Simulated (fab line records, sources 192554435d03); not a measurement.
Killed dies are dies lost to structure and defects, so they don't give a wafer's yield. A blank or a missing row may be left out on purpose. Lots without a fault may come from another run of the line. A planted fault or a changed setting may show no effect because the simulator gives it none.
One fault seen from 3 desks | flow n5_finfet | each desk has only its own numbers; what lay behind them comes last

THE TOOL OWNER'S DESK: rie_diel-06
The tool's own readings at N5_BEOL_M1_VIA_ETCH_34 (etches the open film in C4F6/O2, target depth 67.8 nm, time 64.4 s): means of the sampled wafers that have a number, for each lot that ran on this tool. A lot is out of limits, marked OUT, if its mean lies more than 4 standard deviations from the usual mean; the brackets give that distance.
Columns: A = chamber_pressure_mTorr at N5_BEOL_M1_VIA_ETCH_34, usual 14.999 mTorr; B = drypump_motor_current_A at N5_BEOL_M1_VIA_ETCH_34, usual 5.77 A; C = oes_ar_750_au at N5_BEOL_M1_VIA_ETCH_34, usual 0.77 a.u.; D = oes_product_au at N5_BEOL_M1_VIA_ETCH_34, usual 0.77 a.u.; E = rf_vpp_V at N5_BEOL_M1_VIA_ETCH_34, usual 666 V; F = showerhead_plenum_p_Torr at N5_BEOL_M1_VIA_ETCH_34, usual 2.85 Torr; G = throttle_valve_pct at N5_BEOL_M1_VIA_ETCH_34, usual 30.8 %
lot  | first seen here | A      | B    | C    | D    | E   | F    | G
L824 | day 7 15:44     | 14.995 | 5.74 | 0.73 | 0.73 | 654 | 2.83 | 30.9
L826 | day 8 07:16     | 15.016 | 5.84 | 0.85 | 0.85 | 655 | 2.88 | 31.1
L836 | day 10 18:50    | 14.996 | 5.82 | 0.78 | 0.73 | 652 | 2.85 | 31.1
L837 | day 11 01:19    | 14.997 | 5.82 | 0.73 | 0.68 | 648 | 2.83 | 31.1
This desk's finding: nothing out of limits on any of the 4 lots.

THE METROLOGY DESK
What the gauges read, lot by lot, whatever tool the lot ran on: means of the sampled wafers that have a number. A lot is out of limits, marked OUT, if its mean lies more than 4 standard deviations from the usual mean; the brackets give that distance. Of its 12 readings 7 are shown: those that lie furthest out on some lot.
Columns: A = cd_nm at N5_BEOL_M1_CD_MEAS_28, usual 23.99 nm; B = V0_OVL at N5_BEOL_M1_OVL_MEAS_29, usual 0.3 nm; C = DIBL_N at N5_BEOL_M4_RC_MEAS_101, usual 36.6 mV/V; D = DIBL_P at N5_BEOL_M4_RC_MEAS_101, usual 36.3 mV/V; E = IOFF_P at N5_BEOL_M4_RC_MEAS_101, usual 0.21 nA/um; F = SS_N at N5_BEOL_M4_RC_MEAS_101, usual 71.8 mV/dec; G = VT_P at N5_BEOL_M4_RC_MEAS_101, usual -250 mV
lot  | first seen here | A     | B    | C    | D    | E    | F    | G
L824 | day 7 10:26     | 24.28 | -0.4 | 37.1 | 36.3 | 0.22 | 72.1 | -251
L825 | day 7 20:45     | 24.26 | 0.5  | 38.2 | 37.6 | 0.26 | 72.0 | -247
L826 | day 8 04:29     | 23.95 | 0.4  | 33.9 | 33.8 | 0.19 | 70.5 | -253
L830 | day 8 21:43     | 24.16 | -0.5 | 37.8 | 37.9 | 0.23 | 72.1 | -248
L836 | day 10 11:38    | 24.21 | 0.4  | 34.8 | 35.4 | 0.19 | 71.5 | -252
L837 | day 10 23:39    | 23.88 | 0.8  | 36.2 | 36.1 | 0.17 | 71.0 | -254
This desk's finding: nothing out of limits on any of the 6 lots.

THE DEFECT DESK
What the inspections along the route counted, lot by lot: means of the sampled wafers that have a number. A lot is out of limits, marked OUT, if its mean lies more than 4 standard deviations from the usual mean; the brackets give that distance.
Columns: A = raw_defect_count at N5_BEOL_M1_INSPECT_30, usual 440
lot  | first seen here | A
L824 | day 7 10:31     | 426
L825 | day 7 20:50     | 503
L826 | day 8 04:35     | 357
L830 | day 8 21:48     | 449
L836 | day 10 11:43    | 363
L837 | day 10 23:44    | 510
This desk's finding: nothing out of limits on any of the 6 lots.

PUT TOGETHER
The tool owner's desk saw nothing out of limits.
The metrology desk saw nothing out of limits.
The defect desk saw nothing out of limits.

WHAT THE SIMULATOR HAD PUT IN
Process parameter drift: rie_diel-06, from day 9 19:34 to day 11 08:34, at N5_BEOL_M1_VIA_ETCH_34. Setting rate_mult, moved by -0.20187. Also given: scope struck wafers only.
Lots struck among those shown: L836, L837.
